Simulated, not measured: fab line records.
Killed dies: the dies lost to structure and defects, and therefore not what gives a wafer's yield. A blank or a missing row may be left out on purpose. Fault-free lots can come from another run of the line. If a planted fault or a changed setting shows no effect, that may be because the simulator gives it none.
What tool caused it? :: flow n5_finfet :: Sampling: 13 lots, 35 wafers, 4 of 1938 route steps

WHAT THE GAUGES READ, wafer by wafer
N5_BEOL_M13_RS_MEAS_54: uses a four-point probe to measure. Usual: M13_RS typically reads 0.0446 ohm/sq, with standard deviation 0.00065.
lot: L664
measured: day 11 21:13
on: film_metro-02
M13_RS (ohm/sq): 0.0453 0.0452 0.0449
flag: 

lot: L666
measured: day 12 12:40
on: film_metro-01
M13_RS (ohm/sq): 0.0445 0.0451 0.0453
flag: 

lot: L668
measured: day 13 03:47
on: film_metro-02
M13_RS (ohm/sq): 0.0445 0.0442 0.0450
flag: 

lot: L670
measured: day 13 06:38
on: film_metro-01
M13_RS (ohm/sq): 0.0429 0.0446 0.0434
flag: 

lot: L671
measured: day 13 07:26
on: film_metro-02
M13_RS (ohm/sq): 0.0449 0.0442 0.0445
flag: 

lot: L672
measured: day 14 08:23
on: film_metro-01
M13_RS (ohm/sq): 0.0439 0.0450 0.0446
flag: 

lot: L677
measured: day 15 13:38
on: film_metro-01
M13_RS (ohm/sq): 0.0461 0.0445 0.0451
flag: 

lot: L680
measured: day 16 02:32
on: film_metro-02
M13_RS (ohm/sq): 0.0449 0.0448 0.0453
flag: 

lot: L679
measured: day 16 18:41
on: film_metro-01
M13_RS (ohm/sq): 0.0443 0.0447
flag: 

lot: L686
measured: day 17 16:55
on: film_metro-01
M13_RS (ohm/sq): 0.0448 0.0452 0.0439
flag: 

lot: L684
measured: day 17 17:10
on: film_metro-01
M13_RS (ohm/sq): 0.0453 0.0452
flag: 

lot: L685
measured: day 17 17:56
on: film_metro-01
M13_RS (ohm/sq): 0.0445 0.0448
flag: 

lot: L687
measured: day 18 12:23
on: film_metro-02
M13_RS (ohm/sq): 0.0440 0.0462
flag: 

N5_BEOL_M14_CD_MEAS_28: target cd 284.4 nm. Usual: cd_nm 283.9 nm, standard deviation 2.6.
lot: L664
measured: day 11 22:44
on: cd_sem-01
cd_nm (nm): 285.2 285.0 285.8
flag: 

lot: L666
measured: day 12 14:19
on: cd_sem-01
cd_nm (nm): 287.6 285.3 287.1
flag: 

lot: L668
measured: day 13 05:20
on: cd_sem-02
cd_nm (nm): 283.7 280.7 285.2
flag: 

lot: L670
measured: day 13 08:13
on: cd_sem-02
cd_nm (nm): 283.0 283.2 284.4
flag: 

lot: L671
measured: day 13 09:09
on: cd_sem-01
cd_nm (nm): 282.9 282.6 281.7
flag: 

lot: L672
measured: day 14 10:05
on: cd_sem-02
cd_nm (nm): 288.8 287.2 288.1
flag: 

lot: L677
measured: day 15 20:35
on: cd_sem-03
cd_nm (nm): 283.0 281.3 282.1
flag: 

lot: L680
measured: day 16 04:04
on: cd_sem-03
cd_nm (nm): 287.6 286.2 286.8
flag: 

lot: L679
measured: day 16 20:16
on: cd_sem-02
cd_nm (nm): 282.7 279.2
flag: 

lot: L686
measured: day 17 19:34
on: cd_sem-02
cd_nm (nm): 282.0 282.2 281.3
flag: 

lot: L684
measured: day 17 19:55
on: cd_sem-03
cd_nm (nm): 283.1 282.5
flag: 

lot: L685
measured: day 17 20:21
on: cd_sem-03
cd_nm (nm): 282.9 286.0
flag: 

lot: L687
measured: day 18 14:04
on: cd_sem-03
cd_nm (nm): 282.5 281.3
flag: 

WHAT TOOL EACH LOT RAN ON (gives the tool, then ch and the chambers of the sampled wafers, and finally the start)
lot: L664
N5_BEOL_M13_ANNEAL_48: rtp_anneal-01 ch 0, day 11 20:29
N5_BEOL_M14_STRIP_71: wet_bench-06 ch 3,6,7, day 11 22:14

lot: L666
N5_BEOL_M13_ANNEAL_48: rtp_anneal-01 ch 0, day 12 12:04
N5_BEOL_M14_STRIP_71: wet_bench-04 ch 0,1,7, day 12 13:49

lot: L668
N5_BEOL_M13_ANNEAL_48: rtp_anneal-01 ch 0, day 13 03:11
N5_BEOL_M14_STRIP_71: wet_bench-02 ch 0,5,6, day 13 04:56

lot: L670
N5_BEOL_M13_ANNEAL_48: rtp_anneal-01 ch 0, day 13 06:00
N5_BEOL_M14_STRIP_71: wet_bench-02 ch 0,2,7, day 13 07:50

lot: L671
N5_BEOL_M13_ANNEAL_48: rtp_anneal-01 ch 0, day 13 06:46
N5_BEOL_M14_STRIP_71: wet_bench-04 ch 3,6,7, day 13 08:46

lot: L672
N5_BEOL_M13_ANNEAL_48: rtp_anneal-02 ch 0, day 14 07:42
N5_BEOL_M14_STRIP_71: wet_bench-02 ch 1,2,3, day 14 09:34

lot: L677
N5_BEOL_M13_ANNEAL_48: rtp_anneal-01 ch 0, day 15 12:38
N5_BEOL_M14_STRIP_71: wet_bench-02 ch 4,5,6, day 15 14:47

lot: L680
N5_BEOL_M13_ANNEAL_48: rtp_anneal-02 ch 0, day 16 01:49
N5_BEOL_M14_STRIP_71: wet_bench-06 ch 2,4,7, day 16 03:41

lot: L679
N5_BEOL_M13_ANNEAL_48: rtp_anneal-01 ch 0, day 16 18:04
N5_BEOL_M14_STRIP_71: wet_bench-04 ch 0,2, day 16 19:53

lot: L686
N5_BEOL_M13_ANNEAL_48: rtp_anneal-01 ch 0, day 17 16:12
N5_BEOL_M14_STRIP_71: wet_bench-04 ch 1,3,5, day 17 19:03

lot: L684
N5_BEOL_M13_ANNEAL_48: rtp_anneal-02 ch 0, day 17 16:28
N5_BEOL_M14_STRIP_71: wet_bench-06 ch 0,2, day 17 19:32

lot: L685
N5_BEOL_M13_ANNEAL_48: rtp_anneal-01 ch 0, day 17 17:11
N5_BEOL_M14_STRIP_71: wet_bench-02 ch 0,7, day 17 19:50

lot: L687
N5_BEOL_M13_ANNEAL_48: rtp_anneal-02 ch 0, day 18 11:49
N5_BEOL_M14_STRIP_71: wet_bench-02 ch 1,7, day 18 13:32
- N5_BEOL_M13_ANNEAL_48: time 90 s.
- N5_BEOL_M14_STRIP_71: strips in post etch residue remover, time 60 s.

AS READ BY THE TOOLS THEMSELVES (means over the sampled wafers that have a number; for cases with no such wafer, the mark the record gives instead)
N5_BEOL_M13_ANNEAL_48. Usual: anneal_temp_c 225.01 C, standard deviation 0.16; wafer_temp_C_max 226.3, standard deviation 0.55.
lot: L664
tool: rtp_anneal-01
anneal_temp_c (C): 225.23
wafer_temp_C_max: 225.7
flag: 

lot: L666
tool: rtp_anneal-01
anneal_temp_c (C): 224.94
wafer_temp_C_max: 225.7
flag: 

lot: L668
tool: rtp_anneal-01
anneal_temp_c (C): 225.22
wafer_temp_C_max: 226.0
flag: 

lot: L670
tool: rtp_anneal-01
anneal_temp_c (C): 224.81
wafer_temp_C_max: 225.7
flag: 

lot: L671
tool: rtp_anneal-01
anneal_temp_c (C): 225.17
wafer_temp_C_max: 225.5
flag: 

lot: L672
tool: rtp_anneal-02
anneal_temp_c (C): 224.97
wafer_temp_C_max: 226.4
flag: 

lot: L677
tool: rtp_anneal-01
anneal_temp_c (C): 224.96
wafer_temp_C_max: 225.6
flag: 

lot: L680
tool: rtp_anneal-02
anneal_temp_c (C): 225.10
wafer_temp_C_max: 226.9
flag: 

lot: L679
tool: rtp_anneal-01
anneal_temp_c (C): 225.06
wafer_temp_C_max: 225.8
flag: 

lot: L686
tool: rtp_anneal-01
anneal_temp_c (C): 224.70
wafer_temp_C_max: 225.8
flag: 

lot: L684
tool: rtp_anneal-02
anneal_temp_c (C): 224.95
wafer_temp_C_max: 226.9
flag: 

lot: L685
tool: rtp_anneal-01
anneal_temp_c (C): 224.86
wafer_temp_C_max: 225.5
flag: 

lot: L687
tool: rtp_anneal-02
anneal_temp_c (C): 224.98
wafer_temp_C_max: 226.8
flag: 

N5_BEOL_M14_STRIP_71. Usual: run_length_s 67.8 s, standard deviation 2.7; temp_c 24.98 C, standard deviation 0.11.
lot: L664
tool: wet_bench-06
run_length_s (s): 72.8
temp_c (C): 25.00
flag: 

lot: L666
tool: wet_bench-04
run_length_s (s): 66.4
temp_c (C): 25.02
flag: 

lot: L668
tool: wet_bench-02
run_length_s (s): 73.2
temp_c (C): 24.92
flag: 

lot: L670
tool: wet_bench-02
run_length_s (s): 72.7
temp_c (C): 25.01
flag: 

lot: L671
tool: wet_bench-04
run_length_s (s): 65.7
temp_c (C): 24.90
flag: 

lot: L672
tool: wet_bench-02
run_length_s (s): 66.3
temp_c (C): 24.92
flag: 

lot: L677
tool: wet_bench-02
run_length_s (s): -
temp_c (C): -
flag: OFF

lot: L680
tool: wet_bench-06
run_length_s (s): -
temp_c (C): -
flag: OFF

lot: L679
tool: wet_bench-04
run_length_s (s): 65.9
temp_c (C): 24.97
flag: 

lot: L686
tool: wet_bench-04
run_length_s (s): 66.3
temp_c (C): 25.12
flag: 

lot: L684
tool: wet_bench-06
run_length_s (s): 66.8
temp_c (C): 24.97
flag: 

lot: L685
tool: wet_bench-02
run_length_s (s): 66.9
temp_c (C): 24.86
flag: 

lot: L687
tool: wet_bench-02
run_length_s (s): 67.0
temp_c (C): 25.06
flag: 

THE ANSWER, worked out from the rows above alone
Rule: take the mean of a lot's wafers that have a number; if it is more than 3 standard deviations from the usual mean, the lot is off. A lot without any number at a reading at which 4 lots or more have one is off too. All remaining lots with rows at the step are treated as sound. After the gauges, taken in route order, come the tools' own readings; for these a lot's mean is taken, as printed above. The first step at which some lot is off is used, and at that step the reading that is off furthest; a lot without a number counts as furthest.
Off: L677, L680 (N5_BEOL_M14_STRIP_71, run_length_s). Without a number there: L677, L680.
A tool fits if, at that step or a process step before it, it ran every lot that is off, and no sound lot after the first of them. None of those tried fits.

WHAT THE SIMULATOR HAD PUT IN
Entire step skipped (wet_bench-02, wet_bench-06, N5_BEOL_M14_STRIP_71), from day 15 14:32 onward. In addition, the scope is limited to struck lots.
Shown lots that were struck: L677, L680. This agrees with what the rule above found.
